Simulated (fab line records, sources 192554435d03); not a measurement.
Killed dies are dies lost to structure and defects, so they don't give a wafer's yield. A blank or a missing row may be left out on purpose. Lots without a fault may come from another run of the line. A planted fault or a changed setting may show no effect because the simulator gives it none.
Chamber matching | flow n5_finfet | N5_BEOL_M0_SAQP_SPACER2_ALD_26 on ald_sin-02: 4 sister chambers
The step deposits SiO2, target thk 15 nm, pulse time 1 s, purge time 2 s. 8 wafers are shown with their chamber, then 11 later ones without.

WAFERS WITH THEIR CHAMBER
wafer  | chamber | heater_power_w (W) | chamber_pressure_Torr (Torr)
L080.3 | 3       | 413                | 2.006
L081.1 | 1       | 409                | 1.995
L081.3 | 2       | 475                | 1.997
L081.6 | 2       | 473                | 1.996
L085.2 | 1       | 422                | 2.000
L085.5 | 0       | 444                | 2.003
L085.6 | 3       | 438                | 2.008
L086.1 | 0       | 447                | 2.005

WAFERS WITHOUT THEIR CHAMBER
wafer  | heater_power_w (W) | chamber_pressure_Torr (Torr)
L086.2 | 431                | 1.998
L086.5 | 418                | 1.999
L089.2 | 409                | 2.009
L089.4 | 478                | 1.999
L089.6 | 420                | 2.001
L091.4 | 420                | 2.000
L091.5 | 480                | 2.004
L091.6 | 400                | 1.996
L096.1 | 432                | 1.999
L096.4 | 399                | 2.000
L096.5 | 427                | 2.001

WHICH CHAMBER EACH WENT THROUGH
wafer  | from the rows above          | in truth
L086.2 | can't be placed: 1 or 0      | 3
L086.5 | 1                            | 1
L089.2 | 3                            | 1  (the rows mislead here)
L089.4 | 2                            | 2
L089.6 | can't be placed: 1 or 0 or 3 | 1
L091.4 | can't be placed: 1 or 0      | 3
L091.5 | can't be placed: 0 or 2      | 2
L091.6 | 1                            | 1
L096.1 | can't be placed: 1 or 0      | 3
L096.4 | 1                            | 1
L096.5 | can't be placed: 1 or 0 or 3 | 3
Placed correctly: 4 of 11. Can't be placed from these rows: 6 (the true chamber is among the candidates in 3). Placed wrongly: 1.
How it was worked out, from the rows above alone: a wafer's distance from a chamber is the root of the sum, over the readings, of the square of ((its reading less the chamber's mean) divided by the reading's scatter). The wafer belongs to the nearest chamber; if the next one is less than 2 further off, it can't be placed. A chamber's mean is the mean of its shown wafers. The scatter: the root of (the sum of the squares of (reading less its chamber's mean) over the shown wafers, divided by (wafers less chambers)).
